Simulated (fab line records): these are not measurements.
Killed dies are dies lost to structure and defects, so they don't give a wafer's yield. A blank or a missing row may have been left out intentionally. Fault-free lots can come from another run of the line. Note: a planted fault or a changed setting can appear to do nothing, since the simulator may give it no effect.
Which tool was responsible? / flow n5_finfet / 8 lots, 24 wafers sampled, at 8 steps of a route of 1938

== WHAT EACH GAUGE READ, for each wafer ==
N5_BEOL_M2_THK_MEAS_53: measures by xrf.
lot=L206; measured=day 6 22:46; on=film_metro-01; M2_THK (nm)=37.0 39.7 38.1
lot=L208; measured=day 8 06:28; on=film_metro-02; M2_THK (nm)=39.5 39.7 38.9
lot=L210; measured=day 8 15:01; on=film_metro-01; M2_THK (nm)=40.1 40.6 41.9
lot=L215; measured=day 11 03:38; on=film_metro-01; M2_THK (nm)=41.3 39.6 38.9
lot=L217; measured=day 11 19:23; on=film_metro-01; M2_THK (nm)=41.2 41.3 40.4
lot=L225; measured=day 13 08:59; on=film_metro-01; M2_THK (nm)=303.1 307.9 305.5
lot=L228; measured=day 14 14:58; on=film_metro-02; M2_THK (nm)=300.7 297.7 301.5
lot=L229; measured=day 14 18:43; on=film_metro-01; M2_THK (nm)=38.6 38.7 37.4

N5_BEOL_M2_RS_MEAS_58: measures by four-point-probe.
lot=L206; measured=day 6 23:04; on=film_metro-02; M2_RS (ohm/sq)=0.746 0.678 0.716
lot=L208; measured=day 8 06:44; on=film_metro-02; M2_RS (ohm/sq)=0.687 0.688 0.703
lot=L210; measured=day 8 15:17; on=film_metro-01; M2_RS (ohm/sq)=0.666 0.663 0.636
lot=L215; measured=day 11 03:53; on=film_metro-01; M2_RS (ohm/sq)=0.645 0.678 0.694
lot=L217; measured=day 11 19:39; on=film_metro-01; M2_RS (ohm/sq)=0.651 0.649 0.668
lot=L225; measured=day 13 09:15; on=film_metro-01; M2_RS (ohm/sq)=0.058 0.057 0.058
lot=L228; measured=day 14 15:14; on=film_metro-01; M2_RS (ohm/sq)=0.058 0.059 0.059
lot=L229; measured=day 14 18:59; on=film_metro-01; M2_RS (ohm/sq)=0.713 0.708 0.736

N5_BEOL_M2_INSPECT_59: inspects for defects (darkfield).
lot=L206; measured=day 6 23:05; on=defect_inspect-02; raw_defect_count=74 96 47
lot=L208; measured=day 8 06:46; on=defect_inspect-02; raw_defect_count=90 76 61
lot=L210; measured=day 8 15:18; on=defect_inspect-01; raw_defect_count=44 70 72
lot=L215; measured=day 11 03:55; on=defect_inspect-01; raw_defect_count=86 54 47
lot=L217; measured=day 11 19:41; on=defect_inspect-01; raw_defect_count=49 74 80
lot=L225; measured=day 13 09:16; on=defect_inspect-02; raw_defect_count=6036 5975 6030
lot=L228; measured=day 14 15:15; on=defect_inspect-01; raw_defect_count=5984 5894 5883
lot=L229; measured=day 14 19:00; on=defect_inspect-02; raw_defect_count=67 59 56

N5_BEOL_M4_RC_MEAS_101.
lot=L206; measured=day 8 15:49; on=prober-02; DIBL_N (mV/V)=38.6 36.6 37.1; DIBL_P (mV/V)=36.2 34.8 34.5; IOFF_N (nA/um)=0.178 0.144 0.149; IOFF_P (nA/um)=0.225 0.207 0.197; ION_N (uA/um)=683 665 679; ION_P (uA/um)=463 460 463; SS_N (mV/dec)=71.8 71.2 72.2; SS_P (mV/dec)=73.7 73.2 72.9; VT_N (mV)=247.0 249.8 249.5; VT_P (mV)=-252 -250 -252
lot=L208; measured=day 11 02:35; on=prober-02; DIBL_N (mV/V)=35.9 38.2 34.9; DIBL_P (mV/V)=36.2 38.8 34.9; IOFF_N (nA/um)=0.143 0.187 0.126; IOFF_P (nA/um)=0.197 0.249 0.177; ION_N (uA/um)=676 691 664; ION_P (uA/um)=470 468 458; SS_N (mV/dec)=71.2 71.9 71.0; SS_P (mV/dec)=73.5 74.2 73.4; VT_N (mV)=251.3 247.9 253.5; VT_P (mV)=-252 -249 -254
lot=L210; measured=day 11 01:40; on=prober-02; DIBL_N (mV/V)=36.6 37.0 36.9; DIBL_P (mV/V)=38.9 39.9 39.0; IOFF_N (nA/um)=0.186 0.209 0.191; IOFF_P (nA/um)=0.239 0.253 0.232; ION_N (uA/um)=683 693 682; ION_P (uA/um)=467 470 470; SS_N (mV/dec)=71.1 71.8 71.4; SS_P (mV/dec)=74.4 73.7 73.8; VT_N (mV)=248.0 244.0 246.5; VT_P (mV)=-248 -245 -248
lot=L215; measured=day 12 01:18; on=prober-02; DIBL_N (mV/V)=37.9 38.1 38.1; DIBL_P (mV/V)=37.1 36.4 37.2; IOFF_N (nA/um)=0.180 0.169 0.179; IOFF_P (nA/um)=0.229 0.214 0.227; ION_N (uA/um)=680 674 678; ION_P (uA/um)=463 460 468; SS_N (mV/dec)=71.7 71.5 72.0; SS_P (mV/dec)=73.1 73.1 72.6; VT_N (mV)=246.5 248.7 247.2; VT_P (mV)=-248 -249 -252
lot=L217; measured=day 12 23:46; on=prober-02; DIBL_N (mV/V)=35.7 36.7 36.8; DIBL_P (mV/V)=35.1 35.9 36.9; IOFF_N (nA/um)=0.158 0.175 0.188; IOFF_P (nA/um)=0.179 0.192 0.210; ION_N (uA/um)=681 680 689; ION_P (uA/um)=454 455 463; SS_N (mV/dec)=71.3 71.9 72.1; SS_P (mV/dec)=73.0 73.6 73.7; VT_N (mV)=252.5 246.2 249.9; VT_P (mV)=-254 -254 -250
lot=L229; measured=day 16 07:52; on=prober-02; DIBL_N (mV/V)=38.1 37.7 39.2; DIBL_P (mV/V)=38.1 36.9 38.9; IOFF_N (nA/um)=0.181 0.170 0.206; IOFF_P (nA/um)=0.251 0.233 0.258; ION_N (uA/um)=678 691 690; ION_P (uA/um)=468 469 463; SS_N (mV/dec)=72.3 72.2 72.1; SS_P (mV/dec)=74.5 74.4 73.9; VT_N (mV)=248.3 249.1 245.9; VT_P (mV)=-249 -247 -249

== EACH LOT AND THE TOOL THAT RAN IT (in order: tool; ch and the chambers of the sampled wafers; start) ==
lot=L206; N5_BEOL_M2_SPUTTER_92=pvd_sputter-03, day 6 20:32; N5_BEOL_M2_ANNEAL_93=pvd_sputter-03, day 6 20:37; N5_BEOL_M2_CMP_52=cmp-01 ch 1,2, day 6 22:28; N5_BEOL_M3_ILD_DEP_00=pecvd-03 ch 1,2, day 6 23:07
lot=L208; N5_BEOL_M2_SPUTTER_92=pvd_sputter-02, day 8 05:14; N5_BEOL_M2_ANNEAL_93=pvd_sputter-02, day 8 05:19; N5_BEOL_M2_CMP_52=cmp-03 ch 0,1,3, day 8 06:11; N5_BEOL_M3_ILD_DEP_00=pecvd-04 ch 0,1,2, day 8 06:47
lot=L210; N5_BEOL_M2_SPUTTER_92=pvd_sputter-02, day 8 13:47; N5_BEOL_M2_ANNEAL_93=pvd_sputter-02, day 8 13:52; N5_BEOL_M2_CMP_52=cmp-04 ch 0,1,2, day 8 14:48; N5_BEOL_M3_ILD_DEP_00=pecvd-03 ch 1,2, day 8 15:20
lot=L215; N5_BEOL_M2_SPUTTER_92=pvd_sputter-02, day 11 02:24; N5_BEOL_M2_ANNEAL_93=pvd_sputter-02, day 11 02:29; N5_BEOL_M2_CMP_52=cmp-04 ch 0,1,3, day 11 03:22; N5_BEOL_M3_ILD_DEP_00=pecvd-02 ch 0,1, day 11 03:57
lot=L217; N5_BEOL_M2_SPUTTER_92=pvd_sputter-03, day 11 18:08; N5_BEOL_M2_ANNEAL_93=pvd_sputter-03, day 11 18:13; N5_BEOL_M2_CMP_52=cmp-04 ch 0,1,3, day 11 19:10; N5_BEOL_M3_ILD_DEP_00=pecvd-02 ch 0,1,2, day 11 19:43
lot=L225; N5_BEOL_M2_SPUTTER_92=pvd_sputter-01, day 13 07:46; N5_BEOL_M2_ANNEAL_93=pvd_sputter-01, day 13 07:50; N5_BEOL_M2_CMP_52=cmp-04 ch 1,3, day 13 08:44; N5_BEOL_M3_ILD_DEP_00=-
lot=L228; N5_BEOL_M2_SPUTTER_92=pvd_sputter-03, day 14 13:44; N5_BEOL_M2_ANNEAL_93=pvd_sputter-03, day 14 13:49; N5_BEOL_M2_CMP_52=cmp-01 ch 1,2,3, day 14 14:40; N5_BEOL_M3_ILD_DEP_00=-
lot=L229; N5_BEOL_M2_SPUTTER_92=pvd_sputter-03, day 14 17:19; N5_BEOL_M2_ANNEAL_93=pvd_sputter-03, day 14 17:23; N5_BEOL_M2_CMP_52=cmp-03 ch 0,2,3, day 14 18:30; N5_BEOL_M3_ILD_DEP_00=pecvd-03 ch 0,1,2, day 14 19:03
- N5_BEOL_M2_SPUTTER_92: material Cu, target thk 4.5 nm, time 8.29 s.
- N5_BEOL_M2_ANNEAL_93: time 240 s.
- N5_BEOL_M2_CMP_52: polishes, stops on SiOC, t overpolish 6.8 s, target thk 40 nm.
- N5_BEOL_M3_ILD_DEP_00: deposits SiOC from DEMS/O2, target thk 79 nm, time 15.3 s.

== AS READ BY THE TOOLS THEMSELVES (means over the sampled wafers that have a number; for cases with no such wafer, the mark the record gives instead) ==
N5_BEOL_M2_SPUTTER_92.
lot=L206; tool=pvd_sputter-03; chamber_pressure_pa (Pa)=0.07000; chuck_gas_flow_sccm (sccm)=1.25; susceptor_temp_C (C)=-20.09; throttle_valve_pct (%)=28.8
lot=L208; tool=pvd_sputter-02; chamber_pressure_pa (Pa)=0.06994; chuck_gas_flow_sccm (sccm)=1.27; susceptor_temp_C (C)=-20.08; throttle_valve_pct (%)=30.1
lot=L210; tool=pvd_sputter-02; chamber_pressure_pa (Pa)=0.07003; chuck_gas_flow_sccm (sccm)=1.24; susceptor_temp_C (C)=-20.08; throttle_valve_pct (%)=30.9
lot=L215; tool=pvd_sputter-02; chamber_pressure_pa (Pa)=0.07001; chuck_gas_flow_sccm (sccm)=1.26; susceptor_temp_C (C)=-19.94; throttle_valve_pct (%)=30.0
lot=L217; tool=pvd_sputter-03; chamber_pressure_pa (Pa)=0.06991; chuck_gas_flow_sccm (sccm)=1.25; susceptor_temp_C (C)=-20.01; throttle_valve_pct (%)=29.5
lot=L225; tool=pvd_sputter-01; chamber_pressure_pa (Pa)=0.07005; chuck_gas_flow_sccm (sccm)=1.23; susceptor_temp_C (C)=-20.09; throttle_valve_pct (%)=29.7
lot=L228; tool=pvd_sputter-03; chamber_pressure_pa (Pa)=0.07002; chuck_gas_flow_sccm (sccm)=1.20; susceptor_temp_C (C)=-19.96; throttle_valve_pct (%)=28.7
lot=L229; tool=pvd_sputter-03; chamber_pressure_pa (Pa)=0.06989; chuck_gas_flow_sccm (sccm)=1.25; susceptor_temp_C (C)=-20.04; throttle_valve_pct (%)=28.8

N5_BEOL_M2_ANNEAL_93.
lot=L206; tool=pvd_sputter-03; heater_power_w (W)=773; susceptor_temp_C (C)=399.79
lot=L208; tool=pvd_sputter-02; heater_power_w (W)=937; susceptor_temp_C (C)=399.86
lot=L210; tool=pvd_sputter-02; heater_power_w (W)=847; susceptor_temp_C (C)=399.89
lot=L215; tool=pvd_sputter-02; heater_power_w (W)=864; susceptor_temp_C (C)=399.71
lot=L217; tool=pvd_sputter-03; heater_power_w (W)=764; susceptor_temp_C (C)=400.07
lot=L225; tool=pvd_sputter-01; heater_power_w (W)=916; susceptor_temp_C (C)=399.98
lot=L228; tool=pvd_sputter-03; heater_power_w (W)=766; susceptor_temp_C (C)=399.99
lot=L229; tool=pvd_sputter-03; heater_power_w (W)=762; susceptor_temp_C (C)=399.95

N5_BEOL_M2_CMP_52.
lot=L206; tool=cmp-01; barrier_field_endpoint_s (s)=24.4; clearing_platen_down_force_psi (psi)=1.499; motor_current_A (A)=6.7; overpolish_run_s (s)=6.798; slurry_filter_dp_kPa (kPa)=13.47; time_to_endpoint_s (s)=60
lot=L208; tool=cmp-03; barrier_field_endpoint_s (s)=24.4; clearing_platen_down_force_psi (psi)=1.501; motor_current_A (A)=7.6; overpolish_run_s (s)=6.799; slurry_filter_dp_kPa (kPa)=13.46; time_to_endpoint_s (s)=65
lot=L210; tool=cmp-04; barrier_field_endpoint_s (s)=24.9; clearing_platen_down_force_psi (psi)=1.497; motor_current_A (A)=6.1; overpolish_run_s (s)=6.802; slurry_filter_dp_kPa (kPa)=13.45; time_to_endpoint_s (s)=62
lot=L215; tool=cmp-04; barrier_field_endpoint_s (s)=25.3; clearing_platen_down_force_psi (psi)=1.499; motor_current_A (A)=6.2; overpolish_run_s (s)=6.795; slurry_filter_dp_kPa (kPa)=13.70; time_to_endpoint_s (s)=68
lot=L217; tool=cmp-04; barrier_field_endpoint_s (s)=24.4; clearing_platen_down_force_psi (psi)=1.501; motor_current_A (A)=6.3; overpolish_run_s (s)=6.795; slurry_filter_dp_kPa (kPa)=13.50; time_to_endpoint_s (s)=63
lot=L225; tool=cmp-04; barrier_field_endpoint_s (s)=-; clearing_platen_down_force_psi (psi)=-; motor_current_A (A)=-; overpolish_run_s (s)=-; slurry_filter_dp_kPa (kPa)=-; time_to_endpoint_s (s)=-
lot=L228; tool=cmp-01; barrier_field_endpoint_s (s)=-; clearing_platen_down_force_psi (psi)=-; motor_current_A (A)=-; overpolish_run_s (s)=-; slurry_filter_dp_kPa (kPa)=-; time_to_endpoint_s (s)=-
lot=L229; tool=cmp-03; barrier_field_endpoint_s (s)=24.3; clearing_platen_down_force_psi (psi)=1.502; motor_current_A (A)=6.5; overpolish_run_s (s)=6.802; slurry_filter_dp_kPa (kPa)=13.42; time_to_endpoint_s (s)=62

N5_BEOL_M3_ILD_DEP_00.
lot=L206; tool=pecvd-03; chamber_pressure_Torr (Torr)=5.008; heater_power_w (W)=540; showerhead_plenum_p_Torr (Torr)=5.681; susceptor_temp_C (C)=350.23; throttle_valve_pct (%)=12.4
lot=L208; tool=pecvd-04; chamber_pressure_Torr (Torr)=4.994; heater_power_w (W)=470; showerhead_plenum_p_Torr (Torr)=5.716; susceptor_temp_C (C)=350.20; throttle_valve_pct (%)=12.2
lot=L210; tool=pecvd-03; chamber_pressure_Torr (Torr)=5.004; heater_power_w (W)=532; showerhead_plenum_p_Torr (Torr)=5.684; susceptor_temp_C (C)=349.96; throttle_valve_pct (%)=12.4
lot=L215; tool=pecvd-02; chamber_pressure_Torr (Torr)=5.003; heater_power_w (W)=405; showerhead_plenum_p_Torr (Torr)=5.709; susceptor_temp_C (C)=349.94; throttle_valve_pct (%)=11.8
lot=L217; tool=pecvd-02; chamber_pressure_Torr (Torr)=4.991; heater_power_w (W)=412; showerhead_plenum_p_Torr (Torr)=5.696; susceptor_temp_C (C)=350.06; throttle_valve_pct (%)=11.5
lot=L229; tool=pecvd-03; chamber_pressure_Torr (Torr)=4.993; heater_power_w (W)=555; showerhead_plenum_p_Torr (Torr)=5.686; susceptor_temp_C (C)=350.06; throttle_valve_pct (%)=11.8

== THE ANSWER, worked out from the rows above alone ==
Rule: the usual values come from the lots themselves. The widest of any qualifying gaps counts: lots, ordered by their means at a reading, are off when they make up no more than a third of the lots, leave a main group of 4 or more, and stand apart from it by 3 or more times the standard deviation of that group's means. The tables above print the reading to a certain number of digits; a main group whose means all agree to those digits is not used. Also off: a lot with no number at a reading for which 4 or more lots have one. All remaining lots with rows at the step are treated as sound. Order of review: gauges by route order, followed by the tools' own readings, for which a lot's mean as printed above is used. At the first step where some lot is off, the reading lying furthest off is the one used; lots without a number count as furthest.
Off: L225, L228, seen at N5_BEOL_M2_THK_MEAS_53 (M2_THK). The main group: mean 39.6 nm, standard deviation 1.1.
If a tool, at a process step before that reading, ran all the lots that are off and no sound lot after the first of them, it fits. The gauges at N5_BEOL_M2_THK_MEAS_53 aren't tried: what is off there is off at N5_BEOL_M2_INSPECT_59 too, on other tools, and a gauge's error can't cause that. No candidate that was tried fits.

== WHAT HAD BEEN PUT IN BY THE SIMULATOR ==
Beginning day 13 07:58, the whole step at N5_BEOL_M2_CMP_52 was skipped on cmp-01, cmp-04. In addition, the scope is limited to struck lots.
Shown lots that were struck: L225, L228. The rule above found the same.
